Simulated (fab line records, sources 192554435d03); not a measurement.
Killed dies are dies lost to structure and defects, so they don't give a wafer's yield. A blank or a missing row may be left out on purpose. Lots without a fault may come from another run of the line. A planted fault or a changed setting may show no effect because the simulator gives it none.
fab line records | flow n5_finfet | part 1 of 2: steps 1 to 22 of 33
record lots=5 wafers=15 last_day=17
route steps=1938 shown PMOS_HMC_CHANNEL_EPI@62 FIN_SAQP@90
lots that met no fault: from a run of the same line without faults
start_h: hours from the record's first day to the start of the lot's first wafer shown | wait_h: hours since the lot's step before | " the same as in the row above | L1.1+2: a row that stands for several wafers | - no value, or no start given | * or withheld: withheld | < > ~ a bound
route shown NAME@n: a module of which the file shows steps, and the number in the route of the first | usual: mean/standard deviation of fault-free wafers | same: alike in all rows | chamber/n: place in a boat | sites: the reading at each site | _std_site: their standard deviation | _edge_site: outer sites' mean less inner sites' | radius_mm: how far each site lies from the wafer's centre | mask NAME#n: copy n | behind: the tool/chamber that last shaped the wafer | hold: why the lot was held/for how many hours/how that ended | device: the transistor (n, p or np) that didn't switch | end of line: the same wafers' tests at the end of the route | a step without rows: its recipe alone | killed: dies lost to structure and defects at the first sort, not the wafer's yield | map: a wafer's dies, x killed, . not, _ none there
set.NAME: the setting as run; set.NAME@STEP: as run at that earlier step | model.NAME: the simulator's own value behind a step, which no gauge read
lots at some steps of the route; a table a step, a row a wafer
services: from which hour (start_h, from the record's first day; less than 0 if before it) a tool's chamber was out of use, for how many hours, and why
## steps
# step N5_PMOS_HMC_CHANNEL_EPI_EXPOSE_06
# recipe mask_id=PMOS_HMC_BLK na=1.35 source_shape=conventional sigma_outer=0.8 polarization=unpolarized target_cd_nm=240 dose_mj=41
# columns lot.wafer tool chamber start_h wait_h mask
L077.2+4+6 arfi_scanner-01 0 35.37 - PMOS_HMC_BLK#0
L086.2+5+6 arfi_scanner-03 0 89.19 - PMOS_HMC_BLK#0
L087.1+4+6 arfi_scanner-03 0 94.70 - PMOS_HMC_BLK#0
L092.3+5+6 arfi_scanner-02 0 125.23 - PMOS_HMC_BLK#0
L097.3+4+5 arfi_scanner-02 0 155.35 - PMOS_HMC_BLK#0
# step N5_PMOS_HMC_CHANNEL_EPI_PEB_07
# recipe peb_temp_c=110 peb_time_s=60 resist=CAR-ArF-block
# columns lot.wafer tool chamber start_h wait_h
L077.2+4+6 litho_track-04 0 35.42 0.0
L086.2+5+6 litho_track-04 0 89.24 0.0
L087.1+4+6 litho_track-05 0 94.76 0.1
L092.3+5+6 litho_track-04 0 125.28 0.0
L097.3+4+5 litho_track-01 0 155.40 0.0
# step N5_PMOS_HMC_CHANNEL_EPI_DEVELOP_08
# recipe develop_time_s=30 developer=TMAH resist=CAR-ArF-block dev_temp_c=23 rinse_liquid=diw dry=air_spin
# columns lot.wafer tool chamber start_h wait_h
L077.2+4+6 litho_track-04 0 - -
L086.2+5+6 litho_track-04 0 - -
L087.1+4+6 litho_track-05 0 - -
L092.3+5+6 litho_track-04 0 - -
L097.3+4+5 litho_track-01 0 - -
# step N5_PMOS_HMC_CHANNEL_EPI_CD_MEAS_09
# recipe target_cd_nm=237.4 landing_energy_ev=500 detector=se_inlens
# usual cd_nm=237.6/0.94
# columns lot.wafer tool chamber start_h wait_h cd_nm
L077.2 cd_sem-03 0 35.49 - 236.0
L077.4 " 0 " " 236.0
L077.6 " 0 " " 236.2
L086.2 cd_sem-01 0 89.31 - 238.6
L086.5 " 0 " " 238.3
L086.6 " 0 " " 237.5
L087.1 cd_sem-03 0 94.82 - 237.4
L087.4 " 0 " " 237.5
L087.6 " 0 " " 237.3
L092.3 cd_sem-01 0 125.35 - 238.3
L092.5 " 0 " " 238.8
L092.6 " 0 " " 238.7
L097.3 cd_sem-03 0 155.46 - 235.7
L097.4 " 0 " " 236.2
L097.5 " 0 " " 237.6
# step N5_PMOS_HMC_CHANNEL_EPI_OVL_MEAS_10
# recipe points_per_wafer=44
# usual PMOS_HMC_BLK_OVL=0.7/0.75
# columns lot.wafer tool chamber start_h wait_h PMOS_HMC_BLK_OVL[nm]
L077.2 overlay-02 0 35.52 0.0 0.9
L077.4 " 0 " " 0.1
L077.6 " 0 " " 0.3
L086.2 overlay-02 0 89.34 0.0 0.0
L086.5 " 0 " " -0.3
L086.6 " 0 " " 1.7
L087.1 overlay-01 0 94.85 0.0 -0.4
L087.4 " 0 " " 1.4
L087.6 " 0 " " 1.3
L092.3 overlay-02 0 125.38 0.0 1.7
L092.5 " 0 " " 1.7
L092.6 " 0 " " 1.0
L097.3 overlay-01 0 155.49 0.0 0.5
L097.4 " 0 " " 0.5
L097.5 " 0 " " 1.0
# step N5_PMOS_HMC_CHANNEL_EPI_INSPECT_11
# recipe mode=adi inspect_instrument=macro
# usual raw_defect_count=2.2/1.4
# columns lot.wafer tool chamber start_h wait_h raw_defect_count
L077.2 defect_inspect-02 - 35.54 0.0 2
L077.4 " - " " 1
L077.6 " - " " 4
L086.2 defect_inspect-01 - 89.37 0.0 2
L086.5 " - " " 5
L086.6 " - " " 3
L087.1 defect_inspect-02 - 94.88 0.0 2
L087.4 " - " " 3
L087.6 " - " " 1
L092.3 defect_inspect-01 - 125.40 0.0 2
L092.5 " - " " 0
L092.6 " - " " 4
L097.3 defect_inspect-01 - 155.52 0.0 5
L097.4 " - " " 2
L097.5 " - " " 2
# step N5_PMOS_HMC_CHANNEL_EPI_DESCUM_14
# recipe chemistry=O2 time_s=7.9 source_power_w=50 bias_power_w=20 pressure_mtorr=20 rf_frequency_hz=2.712e+07 temp_c=40 resist=CAR-ArF-block o2_flow_sccm=225
# usual drypump_motor_current_A=5.9/0.51 oes_product_au=0.75/0.042 rf_vpp_V=243.0/1.3 showerhead_plenum_p_Torr=2.09/0.086 throttle_valve_pct=20.43/0.18
# columns lot.wafer tool chamber start_h wait_h drypump_motor_current_A oes_product_au rf_hours_counter_h rf_vpp_V showerhead_plenum_p_Torr throttle_valve_pct
L077.2 rie_diel-04 1 35.57 0.0 6.0 0.75 115 245.3 2.19 20.38
L077.4 " 2 " " 5.4 0.79 105 242.9 2.10 20.28
L077.6 " 3 " " 6.0 0.73 - 244.0 2.20 20.46
L086.2 rie_diel-02 3 89.65 0.3 6.6 0.67 228 244.8 2.18 20.71
L086.5 " 2 " " 6.1 0.74 - 243.0 2.09 20.20
L086.6 " 3 " " 6.6 0.67 - 244.4 2.17 20.70
L087.1 rie_diel-02 0 94.91 0.0 5.1 0.84 75 245.1 2.22 20.30
L087.4 " 3 " " 6.6 0.68 229 244.0 2.17 20.70
L087.6 " 2 " " 6.1 0.74 - 244.4 2.09 20.19
L092.3 rie_diel-02 0 125.55 0.1 5.1 0.82 84 243.1 2.21 20.32
L092.5 " 2 " " 6.1 0.74 - 243.1 2.08 20.20
L092.6 " 1 " " 6.1 0.76 - 241.4 2.01 20.24
L097.3 rie_diel-04 2 155.55 0.0 5.4 0.75 144 244.1 2.09 20.36
L097.4 " 0 " " 6.3 0.72 206 241.6 1.96 20.56
L097.5 " 3 " " 6.0 0.72 - 244.2 2.19 20.50
# step N5_PMOS_HMC_CHANNEL_EPI_ETCH_32
# recipe chemistry=N2/H2 target=BARC stop_on=SiO2 target_depth_a=858 over_etch_frac=0.3 time_s=50.3 ion_energy_ev=200 mask_material=CAR-ArF-block pressure_mtorr=30 source_w=840 bias_w=150 n2_flow_sccm=200 h2_flow_sccm=200
# usual drypump_motor_current_A=5.9/0.51 oes_product_au=0.64/0.035 rf_vpp_V=523.5/2.6 showerhead_plenum_p_Torr=2.53/0.094 throttle_valve_pct=17.83/0.12
# columns lot.wafer tool chamber start_h wait_h drypump_motor_current_A oes_product_au rf_hours_counter_h rf_vpp_V showerhead_plenum_p_Torr throttle_valve_pct
L077.2 rie_diel-04 1 35.61 0.0 6.0 0.65 115 525.8 2.66 17.89
L077.4 " 2 " " 5.4 0.67 105 523.6 2.55 17.74
L077.6 " 3 " " 6.0 0.63 - 527.3 2.65 17.64
L086.2 rie_diel-02 3 89.68 0.0 6.6 0.58 228 525.3 2.61 17.97
L086.5 " 2 " " 6.2 0.65 - 524.8 2.55 17.67
L086.6 " 3 " " 6.6 0.58 - 525.4 2.61 17.97
L087.1 rie_diel-02 0 94.95 0.0 5.1 0.72 75 526.4 2.68 17.70
L087.4 " 3 " " 6.6 0.59 229 526.4 2.61 17.96
L087.6 " 2 " " 6.2 0.65 - 522.7 2.55 17.69
L092.3 rie_diel-02 0 125.58 0.0 5.1 0.71 84 527.0 2.67 17.70
L092.5 " 2 " " 6.1 0.64 - 523.8 2.54 17.70
L092.6 " 1 " " 6.1 0.67 - 522.0 2.45 17.77
L097.3 rie_diel-04 2 155.58 0.0 5.4 0.65 145 523.9 2.54 17.82
L097.4 " 0 " " 6.3 0.61 206 519.0 2.40 18.06
L097.5 " 3 " " 5.9 0.62 - 528.1 2.63 17.69
# step N5_PMOS_HMC_CHANNEL_EPI_HM_OPEN_15
# recipe chemistry=CHF3/O2 target=SiO2 mask_material=CAR-ArF-block target_depth_a=406 CHF3_flow_sccm=50 O2_flow_sccm=5 Ar_flow_sccm=200 time_s=20.3 pressure_mtorr=30 source_w=650 bias_w=170 ion_energy_ev=200
# usual drypump_motor_current_A=5.8/0.51 oes_product_au=0.75/0.041 rf_vpp_V=525/5.5 showerhead_plenum_p_Torr=2.40/0.084 throttle_valve_pct=18.91/0.18
# columns lot.wafer tool chamber start_h wait_h drypump_motor_current_A oes_product_au rf_hours_counter_h rf_vpp_V showerhead_plenum_p_Torr throttle_valve_pct
L077.2 rie_diel-04 1 35.65 0.0 6.0 0.76 115 521 2.52 18.90
L077.4 " 2 " " 5.4 0.79 105 520 2.42 18.83
L077.6 " 3 " " 5.9 0.74 - 535 2.53 18.89
L086.2 rie_diel-02 3 89.72 0.0 6.6 0.67 228 531 2.48 19.07
L086.5 " 2 " " 6.1 0.75 - 521 2.40 18.66
L086.6 " 3 " " 6.7 0.68 - 533 2.48 19.09
L087.1 rie_diel-02 0 94.99 0.0 5.1 0.83 75 535 2.54 18.78
L087.4 " 3 " " 6.6 0.66 229 530 2.48 19.08
L087.6 " 2 " " 6.1 0.74 - 522 2.40 18.68
L092.3 rie_diel-02 0 125.62 0.0 5.1 0.83 84 533 2.54 18.80
L092.5 " 2 " " 6.1 0.74 - 522 2.40 18.68
L092.6 " 1 " " 6.1 0.77 - 520 2.32 18.78
L097.3 rie_diel-04 2 155.63 0.0 5.4 0.76 145 519 2.41 18.90
L097.4 " 0 " " 6.3 0.73 206 532 2.31 19.30
L097.5 " 3 " " 5.9 0.71 - 534 2.51 18.95
# step N5_PMOS_HMC_CHANNEL_EPI_STRIP_33
# recipe chemistry=N2/H2 power_w=500 temp_c=40 pressure_mtorr=50 rf_frequency_hz=6e+07 overash_fraction=0.3 bias_power_w=8 h2_frac=0.5 n2_flow_sccm=300 h2_flow_sccm=300
# usual drypump_motor_current_A=5.9/0.51 oes_product_au=0.75/0.042 rf_vpp_V=54.2/1.9 showerhead_plenum_p_Torr=3.34/0.12 throttle_valve_pct=18.83/0.22
# columns lot.wafer tool chamber start_h wait_h drypump_motor_current_A oes_product_au rf_hours_counter_h rf_vpp_V showerhead_plenum_p_Torr throttle_valve_pct
L077.2 rie_diel-04 1 35.71 0.0 6.0 0.75 115 52.7 3.51 19.00
L077.4 " 2 " " 5.4 0.79 105 53.7 3.37 18.76
L077.6 " 3 " " 6.0 0.73 - 53.1 3.49 18.36
L086.2 rie_diel-02 3 89.78 0.0 6.7 0.67 228 55.7 3.45 18.85
L086.5 " 2 " " 6.2 0.75 - 54.5 3.36 18.53
L086.6 " 3 " " 6.7 0.68 - 53.2 3.45 18.88
L087.1 rie_diel-02 0 95.05 0.0 5.1 0.84 75 54.1 3.53 18.90
L087.4 " 3 " " 6.7 0.68 229 56.3 3.45 18.90
L087.6 " 2 " " 6.1 0.74 - 55.4 3.36 18.51
L092.3 rie_diel-02 0 125.68 0.0 5.1 0.80 84 58.3 3.52 18.95
L092.5 " 2 " " 6.1 0.75 - 55.3 3.36 18.55
L092.6 " 1 " " 6.1 0.77 - 52.6 3.24 18.73
L097.3 rie_diel-04 2 155.68 0.0 5.4 0.76 145 56.0 3.35 18.83
L097.4 " 0 " " 6.4 0.72 206 55.5 3.18 19.03
L097.5 " 3 " " 5.9 0.72 - 56.8 3.48 18.40
# step N5_PMOS_HMC_CHANNEL_EPI_STRIP_17
# recipe chemistry=SPM time_s=750 temp_c=130 h2so4_h2o2_vol_ratio=4 dry=ipa_marangoni
# columns lot.wafer tool chamber start_h wait_h
L077.2+4+6 wet_bench-06 3,2,6 35.77 -
L086.2+5+6 wet_bench-01 0,3,7 89.85 -
L087.1+4+6 wet_bench-01 4,6,2 95.11 -
L092.3+5+6 wet_bench-01 4,6,7 125.75 -
L097.3+4+5 wet_bench-01 6,0,5 155.75 -
# step N5_PMOS_HMC_CHANNEL_EPI_ETCH_38
# recipe chemistry=CF4 target=SiO2 target_depth_a=15 ion_energy_ev=350 pressure_mtorr=10 icp_w=800 bias_w=400 cf4_flow_sccm=80
# usual drypump_motor_current_A=5.7/0.49 oes_product_au=0.994/0.014 throttle_valve_pct=21.77/0.19
# columns lot.wafer tool chamber start_h wait_h drypump_motor_current_A oes_product_au rf_hours_counter_h throttle_valve_pct
L077.2 rie_si-01 3 36.01 0.0 5.7 1.006 28 21.93
L077.4 " 1 " " 5.5 0.974 199 21.60
L077.6 " 2 " " 6.0 0.982 - 21.73
L086.2 rie_si-04 1 90.08 0.0 5.1 1.000 192 21.51
L086.5 " 3 " " 4.9 0.967 - 21.91
L086.6 " 2 " " 5.8 1.001 - 21.85
L087.1 rie_si-06 2 95.35 0.0 6.2 0.996 10 21.93
L087.4 " 1 " " 6.7 0.984 23 21.90
L087.6 " 3 " " 4.9 0.974 - 21.86
L092.3 rie_si-06 0 125.98 0.0 6.2 1.008 84 21.85
L092.5 " 0 " " 6.3 1.010 - 21.82
L092.6 " 1 " " 6.7 0.984 - 21.90
L097.3 rie_si-01 0 155.99 0.0 5.6 1.000 138 21.43
L097.4 " 2 " " 6.0 0.991 56 21.73
L097.5 " 0 " " 5.6 0.990 - 21.44
# step N5_PMOS_HMC_CHANNEL_EPI_FIN_RECESS_16
# recipe chemistry=HBr/Cl2 target=Si mask_material=SiO2 target_depth_a=540 time_s=18 pressure_mtorr=10 icp_w=800 bias_w=75 HBr_flow_sccm=150 Cl2_flow_sccm=80
# usual HBr_flow_sccm=150.1/0.46 drypump_motor_current_A=5.7/0.49 mfc_cl2_sccm=79.98/0.25 oes_product_au=0.994/0.012 throttle_valve_pct=35.48/0.29
# columns lot.wafer tool chamber start_h wait_h HBr_flow_sccm drypump_motor_current_A mfc_cl2_sccm oes_product_au rf_hours_counter_h throttle_valve_pct
L077.2 rie_si-01 3 36.03 0.0 150.2 5.7 80.02 0.982 28 35.65
L077.4 " 1 " " 150.1 5.5 79.78 0.971 199 34.95
L077.6 " 2 " " 150.3 6.0 80.13 0.990 - 35.67
L086.2 rie_si-04 1 90.10 0.0 150.9 5.1 80.43 1.002 192 35.20
L086.5 " 3 " " 149.8 4.9 80.04 0.980 - 35.86
L086.6 " 2 " " 150.3 5.8 80.28 0.998 - 35.58
L087.1 rie_si-06 2 95.37 0.0 150.1 6.2 79.96 0.995 10 35.36
L087.4 " 1 " " 150.1 6.7 80.11 0.999 23 35.63
L087.6 " 3 " " 150.9 4.9 80.32 0.990 - 35.63
L092.3 rie_si-06 0 126.00 0.0 149.5 6.2 79.82 1.003 84 35.52
L092.5 " 0 " " 150.4 6.2 80.03 0.996 - 35.51
L092.6 " 1 " " 150.3 6.7 79.83 0.984 - 35.65
L097.3 rie_si-01 0 156.01 0.0 150.2 5.6 79.99 0.995 138 35.22
L097.4 " 2 " " 149.9 6.0 79.95 0.999 56 35.68
L097.5 " 0 " " 150.1 5.6 79.85 0.986 - 35.21
# step N5_PMOS_HMC_CHANNEL_EPI_PRECLEAN_36
# recipe chemistry=O3/DIW time_s=45 temp_c=22 o3_ppm=10
# usual o3_ppm=10.00/0.11
# columns lot.wafer tool chamber start_h wait_h o3_ppm
L077.2 wet_bench-06 1 36.13 0.1 10.06
L077.4 " 3 " " 10.05
L077.6 " 4 " " 10.01
L086.2 wet_bench-06 0 90.20 0.1 10.16
L086.5 " 5 " " 10.11
L086.6 " 1 " " 10.07
L087.1 wet_bench-01 6 95.47 0.1 9.97
L087.4 " 3 " " 10.19
L087.6 " 4 " " 9.96
L092.3 wet_bench-06 7 126.10 0.1 9.98
L092.5 " 5 " " 9.92
L092.6 " 0 " " 9.85
L097.3 wet_bench-01 6 156.10 0.1 10.01
L097.4 " 1 " " 9.98
L097.5 " 5 " " 9.89
# step N5_PMOS_HMC_CHANNEL_EPI_PRECLEAN_18
# recipe chemistry=DHF time_s=30 temp_c=25 dilution=withheld
# columns lot.wafer tool chamber start_h wait_h
L077.2+4+6 wet_bench-06 1,3,4 36.14 0.0
L086.2+5+6 wet_bench-06 0,5,1 90.22 0.0
L087.1+4+6 wet_bench-01 6,3,4 95.48 0.0
L092.3+5+6 wet_bench-06 7,5,0 126.11 0.0
L097.3+4+5 wet_bench-01 6,1,5 156.12 0.0
# step N5_PMOS_HMC_CHANNEL_EPI_SRD_19
# recipe dry=ipa_marangoni do_ppb=5 time_s=30 temp_c=23 rinse_liquid=diw
# usual do_ppb=5.00/0.048
# columns lot.wafer tool chamber start_h wait_h do_ppb
L077.2 wet_bench-06 1 36.15 0.0 5.03
L077.4 " 3 " " 4.99
L077.6 " 4 " " 5.01
L086.2 wet_bench-06 0 90.22 0.0 5.00
L086.5 " 5 " " 4.97
L086.6 " 1 " " 4.99
L087.1 wet_bench-01 6 95.49 0.0 5.04
L087.4 " 3 " " 5.05
L087.6 " 4 " " 4.99
L092.3 wet_bench-06 7 126.12 0.0 4.96
L092.5 " 5 " " 4.98
L092.6 " 0 " " 5.02
L097.3 wet_bench-01 6 156.13 0.0 4.99
L097.4 " 1 " " 5.07
L097.5 " 5 " " 5.10
# step N5_PMOS_HMC_CHANNEL_EPI_EPI_20
# recipe material=SiGe30 mask_material=SiO2 pressure_torr=20 target_thk_a=590 temp_c=600
# usual lamp_inner_pct=12.0/0.47
# columns lot.wafer tool chamber start_h wait_h lamp_inner_pct
L077.2 epi_rpcvd-03 0 36.47 0.3 11.6
L077.4 " 0 " " 11.5
L077.6 " 0 " " 11.8
L086.2 epi_rpcvd-01 0 90.47 0.2 11.7
L086.5 " 0 " " 11.8
L086.6 " 0 " " 11.8
L087.1 epi_rpcvd-04 0 95.54 0.0 12.8
L087.4 " 0 " " 12.6
L087.6 " 0 " " 12.7
L092.3 epi_rpcvd-01 0 126.71 0.6 11.7
L092.5 " 0 " " 11.8
L092.6 " 0 " " 11.9
L097.3 epi_rpcvd-01 0 156.71 0.6 11.6
L097.4 " 0 " " 11.6
L097.5 " 0 " " 11.8
# step N5_PMOS_HMC_CHANNEL_EPI_HM_STRIP_35
# recipe chemistry=dHF temp_c=25 material=SiO2 target=SiO2 target_depth_a=396 time_s=216
# columns lot.wafer tool chamber start_h wait_h
L077.2+4+6 wet_bench-01 3,2,4 37.83 1.1
L086.2+5+6 wet_bench-06 2,6,7 91.51 0.8
L087.1+4+6 wet_bench-01 4,3,2 97.17 1.4
L092.3+5+6 wet_bench-01 3,1,0 127.80 0.8
L097.3+4+5 wet_bench-04 2,1,4 157.81 0.8
# step N5_PMOS_HMC_CHANNEL_EPI_SRD_39
# recipe dry=ipa_marangoni time_s=30 temp_c=23 rinse_liquid=diw
# columns lot.wafer tool chamber start_h wait_h
L077.2+4+6 wet_bench-01 3,2,4 37.90 0.0
L086.2+5+6 wet_bench-06 2,6,7 91.57 0.0
L087.1+4+6 wet_bench-01 4,3,2 97.23 0.0
L092.3+5+6 wet_bench-01 3,1,0 127.87 0.0
L097.3+4+5 wet_bench-04 2,1,4 157.87 0.0
# step N5_PMOS_HMC_CHANNEL_EPI_CMP_21
# recipe material=SiGe30 post_cmp_clean=alkaline_brush target_thk_nm=54
# usual motor_current_A=12.4/1.1 retaining_ring_pressure_frac=0.999/0.0054
# columns lot.wafer tool chamber start_h wait_h motor_current_A retaining_ring_pressure_frac
L077.2 cmp-03 2 37.94 0.0 12.0 0.993
L077.4 " 0 " " 13.7 0.995
L077.6 " 2 " " 11.9 0.996
L086.2 cmp-03 1 91.72 0.1 11.3 0.995
L086.5 " 2 " " 12.2 1.005
L086.6 " 3 " " 11.0 0.998
L087.1 cmp-02 3 97.28 0.0 12.9 0.995
L087.4 " 1 " " 10.9 1.013
L087.6 " 0 " " 11.6 0.996
L092.3 cmp-02 0 127.95 0.1 11.5 0.995
L092.6 " 3 " " 12.9 1.000
L092.5 " 0 " " 11.2 0.989
L097.4 cmp-03 1 158.09 0.2 11.3 0.993
L097.3 " 2 " " 12.0 0.993
L097.5 " 1 " " 12.0 0.991
# step N5_PMOS_HMC_CHANNEL_EPI_THK_MEAS_22
# recipe reads=SiGe30_of_PMOS_HMC_CHANNEL_EPI_EPI_20
# usual HMC_CMP_THK=53.7/0.97
# columns lot.wafer tool chamber start_h wait_h HMC_CMP_THK[nm]
L077.2 film_metro-01 - 38.24 - 54.9
L077.4 " - " " 52.9
L077.6 " - " " 53.0
L086.2 film_metro-02 - 91.90 - 53.8
L086.5 " - " " 52.5
L086.6 " - " " 53.4
L087.1 film_metro-01 - 97.57 - 54.3
L087.4 " - " " 54.1
L087.6 " - " " 53.6
L092.3 film_metro-01 - 128.20 - 53.9
L092.5 " - " " 53.6
L092.6 " - " " 53.7
L097.3 film_metro-02 - 158.35 - 52.4
L097.4 " - " " 53.8
L097.5 " - " " 52.1
# step N5_PMOS_HMC_CHANNEL_EPI_PRECLEAN_40
# recipe chemistry=DHF time_s=30 temp_c=25 dilution=withheld
# columns lot.wafer tool chamber start_h wait_h
L077.2+4+6 wet_bench-06 6,7,3 38.27 0.0
L086.2+5+6 wet_bench-06 7,2,0 91.93 0.0
L087.1+4+6 wet_bench-01 6,2,7 97.60 0.0
L092.3+5+6 wet_bench-01 4,5,1 128.23 0.0
L097.3+4+5 wet_bench-01 7,0,5 158.37 0.0
